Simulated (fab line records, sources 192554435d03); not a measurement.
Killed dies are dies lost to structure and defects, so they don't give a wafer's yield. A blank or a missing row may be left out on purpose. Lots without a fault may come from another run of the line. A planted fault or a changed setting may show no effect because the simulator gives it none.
fab line records | flow n5_finfet
record lots=11 wafers=31 last_day=19
route steps=1938 shown ZERO_LAYER@15 WELL_APT@32 BEOL_M4@1111 PASSIVATION@1936
lots that met no fault: from a run of the same line without faults
start_h: hours from the record's first day to the start of the lot's first wafer shown | wait_h: hours since the lot's step before | " the same as in the row above | L1.1+2: a row that stands for several wafers | - no value, or no start given | * or withheld: withheld | < > ~ a bound
route shown NAME@n: a module of which the file shows steps, and the number in the route of the first | usual: mean/standard deviation of fault-free wafers | same: alike in all rows | chamber/n: place in a boat | sites: the reading at each site | _std_site: their standard deviation | _edge_site: outer sites' mean less inner sites' | radius_mm: how far each site lies from the wafer's centre | mask NAME#n: copy n | behind: the tool/chamber that last shaped the wafer | hold: why the lot was held/for how many hours/how that ended | device: the transistor (n, p or np) that didn't switch | end of line: the same wafers' tests at the end of the route | a step without rows: its recipe alone | killed: dies lost to structure and defects at the first sort, not the wafer's yield | map: a wafer's dies, x killed, . not, _ none there
set.NAME: the setting as run; set.NAME@STEP: as run at that earlier step | model.NAME: the simulator's own value behind a step, which no gauge read
steps of the route over a sample of lots; a table a step, a row a wafer
services: from which hour (start_h, from the record's first day; less than 0 if before it) a tool's chamber was out of use, for how many hours, and why
## steps
# step N5_ZERO_LAYER_ETCH_17
# recipe chemistry=CF4 target=SiO2 target_depth_a=120 time_s=13.3 ion_energy_ev=350 pressure_mtorr=40 source_w=450 bias_w=215 Ar_flow_sccm=100 cf4_flow_sccm=100
# usual cf4_flow_sccm=100.02/0.29 drypump_motor_current_A=5.5/0.48 oes_product_au=0.79/0.085 rf_vpp_V=948/3.9 showerhead_plenum_p_Torr=2.13/0.067 throttle_valve_pct=15.72/0.17
# same time_s=13.3
# columns lot.wafer tool chamber start_h wait_h cf4_flow_sccm drypump_motor_current_A oes_product_au rf_hours_counter_h rf_vpp_V showerhead_plenum_p_Torr throttle_valve_pct
L899.1 rie_diel-04 1 12.75 0.0 100.25 5.6 0.83 89 948 2.16 15.60
L899.5 " 1 " " 99.97 5.6 0.83 - 950 2.16 15.61
L899.6 " 2 " " 100.03 4.8 0.73 - 942 2.02 15.41
L900.2 rie_diel-01 2 18.84 0.0 99.67 5.4 0.69 229 947 2.10 15.69
L900.5 " 3 " " 99.60 5.6 0.72 - 952 2.22 15.71
L900.6 " 0 " " 100.23 5.3 0.70 - 942 2.02 15.93
L901.4 rie_diel-03 1 24.84 0.0 100.03 5.6 0.77 149 948 2.14 15.83
L901.5 " 1 " " 99.79 5.6 0.76 - 948 2.14 15.85
L901.6 " 0 " " 100.05 5.0 0.72 - 942 2.03 15.76
L902.1 rie_diel-03 2 30.71 0.0 99.65 5.1 0.87 58 952 2.19 15.67
L902.3 " 0 " " 100.36 4.9 0.71 233 941 2.03 15.77
L902.6 " 0 " " 99.91 5.0 0.71 - 942 2.03 15.77
L903.4 rie_diel-04 3 36.86 0.0 99.91 6.3 0.80 101 949 2.14 15.68
L903.5 " 3 " " 100.26 6.4 0.80 - 949 2.14 15.67
L903.6 " 0 " " 99.75 5.3 0.71 - 953 2.19 15.97
L905.3 rie_diel-01 3 48.84 0.0 99.38 5.6 0.70 226 952 2.22 15.73
L905.4 " 1 " " 99.58 5.1 0.76 116 945 2.07 15.88
L905.5 " 0 " " 100.40 5.3 0.69 - 943 2.02 15.93
L906.2 rie_diel-03 2 54.84 0.0 99.63 5.1 0.88 65 952 2.19 15.66
L906.3 " 1 " " 99.69 5.6 0.77 158 948 2.14 15.84
L906.5 " 1 " " 100.25 5.6 0.76 - 949 2.14 15.84
L907.2 rie_diel-03 3 60.86 0.0 99.90 6.2 0.90 12 946 2.12 15.64
L907.3 " 1 " " 99.92 5.6 0.76 160 948 2.14 15.85
L907.6 " 1 " " 100.06 5.6 0.76 - 948 2.14 15.84
L913.3 rie_diel-03 1 96.73 0.0 99.67 5.6 0.75 171 949 2.14 15.85
L913.5 " 1 " " 100.16 5.6 0.74 - 948 2.14 15.87
L915.1 rie_diel-03 3 108.84 0.0 100.20 6.2 0.87 27 945 2.11 15.66
L915.2 " 2 " " 100.35 5.1 0.85 83 949 2.18 15.69
L915.6 " 1 " " 100.06 5.6 0.75 - 948 2.13 15.88
L922.4 rie_diel-03 2 150.84 0.0 100.01 5.1 0.82 97 950 2.17 15.73
L922.5 " 1 " " 100.27 5.6 0.73 - 948 2.13 15.91
# step N5_ZERO_LAYER_STRIP_24
# recipe chemistry=O2 power_w=1000 temp_c=250 overash_fraction=0.3 pressure_mtorr=1000 o2_flow_sccm=6750
# usual drypump_motor_current_A=5.7/0.42 heater_power_w=341/21 oes_product_au=0.646/0.0048 strip_time_to_endpoint_s=43.82/0.083
# columns lot.wafer tool chamber start_h wait_h drypump_motor_current_A heater_power_w oes_product_au rf_hours_counter_h strip_time_to_endpoint_s
L899.1 plasma_asher-02 0 12.96 0.1 6.4 343 0.647 18 43.86
L899.5 " 0 " " 6.4 341 0.648 - 43.93
L899.6 " 1 " " 5.6 369 0.645 - 43.93
L900.2 plasma_asher-02 0 19.02 0.1 6.4 344 0.646 19 43.80
L900.5 " 0 " " 6.4 348 0.649 - 43.70
L900.6 " 1 " " 5.5 364 0.651 - 43.88
L901.4 plasma_asher-01 0 25.04 0.1 5.6 307 0.645 - 43.78
L901.5 " 1 " " 5.3 334 0.651 - 43.80
L901.6 " 0 " " 5.6 311 0.654 - 43.81
L902.1 plasma_asher-01 1 30.89 0.1 5.3 330 0.642 81 43.77
L902.3 " 1 " " 5.3 325 0.651 - 43.73
L902.6 " 0 " " 5.6 316 0.648 - 43.96
L903.4 plasma_asher-02 1 37.07 0.1 5.6 379 0.640 - 43.75
L903.5 " 1 " " 5.6 362 0.652 - 43.95
L903.6 " 0 " " 6.4 359 0.640 - 43.82
L905.3 plasma_asher-01 0 49.04 0.1 5.6 314 0.652 - 43.90
L905.4 " 1 " " 5.3 339 0.652 - 43.76
L905.5 " 0 " " 5.6 317 0.652 - 43.74
L906.2 plasma_asher-01 1 55.02 0.1 5.3 335 0.647 85 43.96
L906.3 " 0 " " 5.6 308 0.650 - 43.95
L906.5 " 1 " " 5.4 334 0.648 - 43.90
L907.2 plasma_asher-02 1 61.03 0.1 5.6 366 0.647 26 43.74
L907.3 " 0 " " 6.4 352 0.637 - 43.76
L907.6 " 1 " " 5.6 372 0.649 - 43.75
L913.3 plasma_asher-02 1 96.93 0.1 5.6 378 0.646 - 43.80
L913.5 " 0 " " 6.4 343 0.649 - 43.78
L915.1 plasma_asher-01 1 109.03 0.1 5.4 333 0.642 96 43.80
L915.2 " 0 " " 5.5 306 0.631 96 43.75
L915.6 " 0 " " 5.5 316 0.649 - 43.74
L922.4 plasma_asher-01 1 151.04 0.1 5.4 333 0.641 - 43.76
L922.5 " 1 " " 5.4 328 0.655 - 43.71
# step N5_WELL_APT_IMPLANT_14
# recipe species=P energy_kev=160 dose_cm2=1.5e+13 tilt_deg=0 rotation_deg=0
# usual dose_ions_cm2=1.4998e+13/1.6e+10 faraday_current_uA=190/3.7 rotation_deg=0.002/0.019
# columns lot.wafer tool chamber start_h wait_h dose_ions_cm2 faraday_current_uA rotation_deg
L899.1 implanter-02 0 13.81 0.1 1.5018e+13 195 0.003
L899.5 " 0 " " 1.4997e+13 195 0.025
L899.6 " 0 " " 1.4987e+13 184 -0.009
L900.2 implanter-01 0 20.04 0.1 1.5021e+13 191 0.011
L900.5 " 0 " " 1.5006e+13 190 0.020
L900.6 " 0 " " 1.5024e+13 183 -0.010
L901.4 implanter-02 0 26.67 0.2 1.5049e+13 185 -0.007
L901.5 " 0 " " 1.4986e+13 194 -0.005
L901.6 " 0 " " 1.5008e+13 192 -0.025
L902.1 implanter-01 0 31.75 0.1 1.4991e+13 197 -0.002
L902.3 " 0 " " 1.501e+13 191 0.000
L902.6 " 0 " " 1.5009e+13 191 0.004
L903.4 implanter-02 0 37.99 0.2 1.5019e+13 186 0.002
L903.5 " 0 " " 1.5011e+13 187 -0.002
L903.6 " 0 " " 1.502e+13 189 0.021
L905.3 implanter-02 0 50.05 0.1 1.4962e+13 187 0.001
L905.4 " 0 " " 1.5003e+13 190 0.006
L905.5 " 0 " " 1.5005e+13 189 0.006
L906.2 implanter-01 0 56.02 0.1 6.187e+12 77 -0.011
L906.3 " 0 " " 6.186e+12 80 -0.026
L906.5 " 0 " " 6.173e+12 75 -0.019
L907.2 implanter-01 0 61.93 0.1 6.203e+12 78 -0.001
L907.3 " 0 " " 6.231e+12 78 -0.013
L907.6 " 0 " " 6.224e+12 79 0.028
L913.3 implanter-02 0 97.94 0.1 1.4992e+13 191 0.002
L913.5 " 0 " " 1.4989e+13 191 0.006
L915.1 implanter-02 0 110.00 0.1 1.4986e+13 192 0.013
L915.2 " 0 " " 1.5004e+13 193 -0.020
L915.6 " 0 " " 1.4982e+13 190 -0.020
L922.4 implanter-02 0 152.09 0.2 1.4984e+13 191 -0.034
L922.5 " 0 " " 1.4975e+13 189 -0.021
# step N5_WELL_APT_INSPECT_27
# recipe mode=adi inspect_instrument=macro
# usual raw_defect_count=1.9/1.5
# columns lot.wafer tool chamber start_h wait_h raw_defect_count
L899.1 defect_inspect-02 - 14.94 0.0 1
L899.5 " - " " 1
L899.6 " - " " 0
L900.2 defect_inspect-01 - 21.13 0.0 1
L900.5 " - " " 2
L900.6 " - " " 3
L901.4 defect_inspect-01 - 27.56 0.0 1
L901.5 " - " " 2
L901.6 " - " " 4
L902.1 defect_inspect-01 - 32.87 0.0 3
L902.3 " - " " 2
L902.6 " - " " 2
L903.4 defect_inspect-01 - 38.89 0.0 0
L903.5 " - " " 2
L903.6 " - " " 1
L905.3 defect_inspect-01 - 51.11 0.0 0
L905.4 " - " " 1
L905.5 " - " " 0
L906.2 defect_inspect-02 - 56.98 0.0 2
L906.3 " - " " 2
L906.5 " - " " 1
L907.2 defect_inspect-01 - 63.01 0.0 2
L907.3 " - " " 1
L907.6 " - " " 3
L913.3 defect_inspect-02 - 98.87 0.0 1
L913.5 " - " " 0
L915.1 defect_inspect-02 - 111.01 0.0 5
L915.2 " - " " 1
L915.6 " - " " 0
L922.4 defect_inspect-01 - 153.13 0.0 0
L922.5 " - " " 3
# step N5_BEOL_M4_RC_MEAS_101
# usual DIBL_N=36.5/2.2 DIBL_P=36.9/2.9 IOFF_N=0.17/0.044 IOFF_P=0.22/0.052 ION_N=671/16 ION_P=461/10 RS_NWELL=1036/7.6 SS_N=71.6/0.73 SS_P=73.5/0.79 VT_N=250/4.1 VT_P=-250/4.1
# columns lot.wafer tool chamber start_h wait_h DIBL_N[mV/V] DIBL_P[mV/V] IOFF_N[nA/um] IOFF_P[nA/um] ION_N[uA/um] ION_P[uA/um] RS_NWELL[ohm/sq] SS_N[mV/dec] SS_P[mV/dec] VT_N[mV] VT_P[mV]
L899.1 prober-01 0 178.63 0.0 34.2 34.7 0.12 0.16 667 455 1020 70.9 72.1 253 -255
L899.5 " 0 " " 35.1 37.1 0.13 0.19 674 463 1026 71.0 72.9 252 -254
L899.6 " 0 " " 32.4 30.0 0.09 0.10 647 440 1029 70.4 71.1 260 -262
L900.2 prober-02 0 196.53 0.2 35.9 36.2 0.15 0.21 666 459 1020 70.7 73.0 249 -249
L900.5 " 0 " " 36.7 36.3 0.15 0.20 656 453 1030 71.3 73.7 250 -252
L900.6 " 0 " " 35.2 36.0 0.14 0.21 664 461 1043 71.9 73.2 253 -248
L901.4 prober-01 0 203.46 0.5 34.2 34.5 0.11 0.18 655 451 1029 71.1 72.1 258 -254
L901.5 " 0 " " 37.0 38.1 0.16 0.22 655 448 1032 72.2 73.3 250 -252
L901.6 " 0 " " 35.7 37.1 0.13 0.21 668 463 1042 71.2 72.9 252 -251
L902.1 prober-01 0 207.00 0.0 37.2 35.2 0.16 0.19 653 439 1043 72.2 72.8 253 -253
L902.3 " 0 " " 35.6 36.2 0.14 0.22 658 462 1050 71.2 72.7 254 -250
L902.6 " 0 " " 36.1 35.9 0.15 0.22 670 457 1044 71.4 73.2 253 -251
L903.4 prober-02 0 209.55 0.5 35.4 33.8 0.14 0.16 645 443 1042 71.9 72.2 251 -253
L903.5 " 0 " " 36.6 36.8 0.15 0.21 653 449 1034 72.1 73.5 252 -249
L903.6 " 0 " " 31.5 31.6 0.09 0.14 640 446 1040 70.9 71.8 257 -253
L905.3 prober-01 0 213.08 0.3 37.5 38.7 0.20 0.24 692 466 1041 72.0 74.6 246 -251
L905.4 " 0 " " 34.3 35.8 0.14 0.20 654 450 1044 71.6 73.7 253 -252
L905.5 " 0 " " 36.0 36.9 0.16 0.20 671 457 1043 72.1 73.9 251 -249
L907.2 prober-01 0 242.80 0.2 35.8 35.2 0.14 0.19 670 454 1696 71.9 73.4 253 -253
L907.3 " 0 " " 37.1 38.6 0.16 0.24 652 453 1708 72.5 73.8 248 -250
L907.6 " 0 " " 34.8 32.0 0.13 0.14 638 436 1711 72.4 72.6 258 -258
L913.3 prober-02 0 268.87 0.3 35.5 35.7 0.13 0.18 670 458 1039 71.1 73.5 252 -253
L913.5 " 0 " " 36.0 36.9 0.14 0.20 668 454 1032 71.4 73.4 254 -252
L915.1 prober-02 0 286.97 0.0 38.1 37.6 0.21 0.26 680 465 1042 71.9 73.6 245 -246
L915.2 " 0 " " 38.3 38.7 0.21 0.26 685 468 1045 72.3 74.0 244 -249
L915.6 " 0 " " 37.2 37.2 0.20 0.24 688 465 1039 71.7 73.9 246 -249
L922.4 prober-01 0 340.80 0.5 40.2 42.9 0.23 0.29 669 456 1047 72.3 74.7 248 -247
L922.5 " 0 " " 42.3 44.0 0.28 0.33 702 471 1042 73.4 75.0 242 -243
# step N5_PASSIVATION_PROBE_49
# usual defect_limited_yield=91.3/1.4 killed_at_M0_to_M3=36/10 killed_at_M4_up=13/5.4 killed_at_contacts=12/5.3 killed_at_front_end=39/10 killed_at_other=3.2/2.7 killed_dies=103/16 killed_open=68/13 killed_short=33/6.6 sort_bin_4_leakage=0.01/0.031 sort_bin_5_function=5.1/0.92 sort_bin_6_memory=3.3/0.68 sort_bin_8_speed=0.1/0.41 sort_n_pass=1077/17 sort_yield_pct=91.2/1.4
# same gross_dies=1180 killed_at_back_side=0
# columns lot.wafer tool chamber start_h wait_h defect_limited_yield[%] killed_at_M0_to_M3 killed_at_M4_up killed_at_contacts killed_at_front_end killed_at_other killed_dies killed_open killed_short sort_bin_4_leakage[%] sort_bin_5_function[%] sort_bin_6_memory[%] sort_bin_8_speed[%] sort_n_pass sort_yield_pct[%]
L899.1 prober-01 - 290.89 0.0 91.8 37 6 23 31 0 97 63 33 0 4.7 3.2 0 1083 91.8
L899.5 prober-01 - 291.09 0.2 91.0 45 8 11 39 3 106 69 34 0 4.9 3.5 0 1074 91.0
L899.6 prober-01 - 291.14 0.3 91.4 51 8 11 31 1 102 67 34 0 5.9 2.4 0.2 1076 91.2
L915.1 prober-02 - 395.68 0.4 91.4 27 18 14 40 2 101 64 35 0 4.8 3.3 0 1079 91.4
L915.2 prober-02 - 395.73 0.4 93.4 27 9 7 35 0 78 53 21 0 4.0 2.4 0 1102 93.4
L915.6 prober-02 - 395.93 0.6 94.2 19 11 8 30 0 68 49 17 0 3.0 2.7 0 1112 94.2
# killed by level:class
L899.1 MOL_CONTACT_COAG:geometric_particle:open=19 BEOL_M0_SAQP:geometric_particle:open=9 GATE_CUT:geometric_particle:short=8 BEOL_M3:geometric_particle:open=7 BEOL_M0_SAQP:geometric_particle:short=6 FIN_SAQP:geometric_particle:open=5 FIN_SAQP:geometric_particle:short=5 BEOL_M2:geometric_particle:open=5
L899.5 FIN_SAQP:geometric_particle:open=13 MOL_CONTACT_COAG:geometric_particle:open=10 BEOL_M3:geometric_particle:open=9 BEOL_M0_SAQP:geometric_particle:open=8 BEOL_M0:geometric_particle:short=8 BEOL_M0_SAQP:geometric_particle:short=6 FIN_SAQP:geometric_particle:short=5 STI_FIN_REVEAL:geometric_particle:open=4
L899.6 MOL_CONTACT_COAG:geometric_particle:open=10 BEOL_M2:geometric_particle:open=10 BEOL_M0_SAQP:geometric_particle:short=8 STI_FIN_REVEAL:geometric_particle:open=7 BEOL_M0_SAQP:geometric_particle:open=7 BEOL_M3:geometric_particle:open=7 GATE_CUT:geometric_particle:short=6 BEOL_M0:geometric_particle:short=5
L915.1 FIN_SAQP:geometric_particle:short=14 MOL_CONTACT_COAG:geometric_particle:open=12 BEOL_M4:geometric_particle:open=11 BEOL_M3:geometric_particle:open=9 BEOL_M1:geometric_particle:open=7 FIN_SAQP:geometric_particle:open=6 BEOL_M3:geometric_particle:short=4 ILD0:geometric_particle:short=3
L915.2 BEOL_M3:geometric_particle:open=10 MOL_CONTACT_COAG:geometric_particle:open=7 BEOL_M1:geometric_particle:open=7 ILD0:geometric_particle:short=6 FIN_SAQP:geometric_particle:open=5 STI_FIN_REVEAL:geometric_particle:short=4 DUMMY_GATE:geometric_particle:open=4 ILD0:geometric_particle:open=4
L915.6 BEOL_M1:geometric_particle:open=10 MOL_CONTACT_COAG:geometric_particle:open=8 FIN_SAQP:geometric_particle:short=6 FIN_SAQP:geometric_particle:open=4 DUMMY_GATE:geometric_particle:open=4 BEOL_M4:geometric_particle:open=4 BEOL_M3:geometric_particle:open=3 BEOL_M8:geometric_particle:open=3
## services
# columns tool chamber start_h hours kind
rie_diel-03 3 -2.42 - clean
rie_diel-03 3 -2.42 - consumable_replace:focus_ring
rie_diel-03 3 -2.42 19.0 scheduled_down
rie_diel-03 3 -2.42 19.0 vent_cycle
rie_diel-03 2 6.01 12.1 repair
rie_diel-04 - 52.58 0.2 repair
implanter-02 - 54.57 2.7 repair
rie_diel-03 0 55.84 5.4 repair
rie_diel-03 0 92.95 - clean
rie_diel-03 0 92.95 - consumable_replace:focus_ring
rie_diel-03 0 92.95 - consumable_replace:showerhead
rie_diel-03 0 92.95 12.8 scheduled_down
rie_diel-03 0 92.95 12.8 vent_cycle
rie_diel-04 0 93.96 - clean
rie_diel-04 0 93.96 - consumable_replace:focus_ring
rie_diel-04 0 93.96 15.1 scheduled_down
rie_diel-04 0 93.96 15.1 vent_cycle
rie_diel-04 2 96.27 15.7 repair
rie_diel-01 2 99.32 - clean
rie_diel-01 2 99.32 - consumable_replace:focus_ring
rie_diel-01 2 99.32 21.5 scheduled_down
rie_diel-01 2 99.32 21.5 vent_cycle
rie_diel-04 - 136.35 1.1 repair
plasma_asher-02 - 144.48 0.7 repair
## key
first_sign step=N5_WELL_APT_IMPLANT_14 reading=dose_ions_cm2 direction=down sigmas=99+ usual=1.4998e+13 struck=6.201e+12
effect step=N5_WELL_APT_IMPLANT_14 reading=faraday_current_uA direction=down sigmas=30 usual=190 struck=78
effect step=N5_BEOL_M4_RC_MEAS_101 reading=RS_NWELL direction=up sigmas=88 usual=1036 struck=1705
met_at N5_WELL_APT_IMPLANT_14
struck_lots L906,L907
rows_end L906.2,L906.3,L906.5
not_acting_at N5_ZERO_LAYER_ETCH_17,N5_ZERO_LAYER_STRIP_24,N5_WELL_APT_INSPECT_27
onset_between 31.75 56.02
fault kind=process_parameter_drift tool=implanter-01 chamber=- onset_h=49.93 steps=N5_WELL_APT_IMPLANT_14 channel=dose_cm2 offset=-8.7994e+12 shape=step acts_in=these_recipes_only stated=1.5e+13
# rows_end: these wafers met a further fault down the route, and their rows from its step on are left out
